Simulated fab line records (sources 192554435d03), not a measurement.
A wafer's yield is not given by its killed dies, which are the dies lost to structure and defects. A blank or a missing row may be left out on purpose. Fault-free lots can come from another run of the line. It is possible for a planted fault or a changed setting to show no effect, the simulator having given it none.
Split-lot study + flow n5_finfet + on a route of 1938 steps: 7 lots, 21 wafers read

## ABOUT THE SPLIT
At N5_MIM_BOT_ETCH_ETCH_04 (etches SiNx in CF4/O2, target depth 26 nm, time 13 s), the setting time_s was moved away from the recipe's 13 s on 13 of the 21 wafers read, by -16.5% to +20.1%. This setting was run at the recipe's value on the other wafers.

The reading comes from the split's own step.

## THE READING
etch.depth_nm (the simulator's own value, which no gauge read), in nm, at N5_MIM_BOT_ETCH_ETCH_04 (etches SiNx in CF4/O2, target depth 26 nm, time 13 s). There is no usual value for it anywhere in the file. Here, 8 wafers ran the recipe; their average is 25.98 nm with a standard deviation of 0.5 nm.

| wafer  | tool, chamber at the split | time_s as run, s | against the recipe | etch.depth_nm, nm | against lot-mates on the recipe |
|--------|----------------------------|------------------|--------------------|-------------------|---------------------------------|
| L075.1 | rie_diel-02, 0             | 13               | recipe             | 26.11             | -                               |
| L075.4 | rie_diel-02, 2             | 13               | recipe             | 25.95             | -                               |
| L075.6 | rie_diel-02, 0             | 13               | recipe             | 26.24             | -                               |
| L077.2 | rie_diel-01, 3             | 15.61            | +20.1%             | 30.36             | +5.22                           |
| L077.3 | rie_diel-01, 1             | 13               | recipe             | 25.14             | -                               |
| L077.4 | rie_diel-01, 1             | 15.61            | +20.1%             | 30.34             | +5.20                           |
| L076.1 | rie_diel-02, 3             | 11.3             | -13.1%             | 22.47             | no lot-mate on the recipe       |
| L076.4 | rie_diel-02, 3             | 11.3             | -13.1%             | 22.54             | no lot-mate on the recipe       |
| L076.6 | rie_diel-02, 3             | 11.3             | -13.1%             | 22.56             | no lot-mate on the recipe       |
| L078.1 | rie_diel-02, 3             | 11.68            | -10.2%             | 23.13             | -2.65                           |
| L078.4 | rie_diel-02, 3             | 13               | recipe             | 25.78             | -                               |
| L078.6 | rie_diel-02, 3             | 11.68            | -10.2%             | 23.08             | -2.70                           |
| L079.1 | rie_diel-02, 1             | 13               | recipe             | 26.51             | -                               |
| L079.3 | rie_diel-02, 0             | 10.85            | -16.5%             | 22.13             | -4.38                           |
| L079.4 | rie_diel-02, 1             | 10.85            | -16.5%             | 22.24             | -4.27                           |
| L080.1 | rie_diel-01, 1             | 13               | recipe             | 26.71             | -                               |
| L080.4 | rie_diel-01, 3             | 11.13            | -14.4%             | 22.17             | -4.54                           |
| L080.6 | rie_diel-01, 0             | 11.13            | -14.4%             | 23.65             | -3.06                           |
| L094.4 | rie_diel-06, 1             | 13               | recipe             | 25.36             | -                               |
| L094.5 | rie_diel-06, 0             | 12.03            | -7.5%              | 23.96             | -1.40                           |
| L094.6 | rie_diel-06, 3             | 12.03            | -7.5%              | 24.13             | -1.23                           |

FIT RESULTS
A straight line over all 21 wafers: etch.depth_nm changes by +0.231 nm for each +1% of time_s; r = +0.98; the points scatter about the line by 0.47 nm.
The same after taking each lot's own level away (the mean of its wafers on the recipe; 18 wafers): +0.258 nm for each +1%; r = +0.99; scatter 0.34 nm.
On that fit, the largest move of time_s shifts the reading by 5.2 nm.
The span of the lots' own levels, 25.140 to 26.710 nm, comes to 3.1 times the standard deviation stated above.
Thus the slope moves with the lot-to-lot level: the two fits are different.
Check: for one of the wafers moved furthest among these (+20.1%), held out of the fit, the line's prediction against its lot-mates is +5.24 nm. It came out at +5.22 nm against them.

## OTHER SPLITS APPLIED TO THESE WAFERS
These wafers also went through other splits before the reading. Each is held against what the fit with the lots' levels taken away leaves over:
| other split on the same wafers | wafers away from the commonest value | r with etch.depth_nm (lot level and that fit taken away) |
|--------------------------------|--------------------------------------|----------------------------------------------------------|
| N5_BEOL_M12_ILD_DEP_00 time_s  | 4                                    | -0.16                                                    |
| N5_BEOL_M12_COAT_04 spin_rpm   | 6                                    | -0.10                                                    |
| N5_BEOL_M13_EXPOSE_07 dose_mj  | 5                                    | -0.49                                                    |
| N5_BEOL_M13_ETCH_59 time_s     | 9                                    | +0.01                                                    |
| N5_BEOL_M15_COAT_04 spin_rpm   | 5                                    | +0.11                                                    |

## THE FILE'S OWN FIT
etch.depth_nm changes by +0.257 nm for each +1% of time_s, r = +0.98.
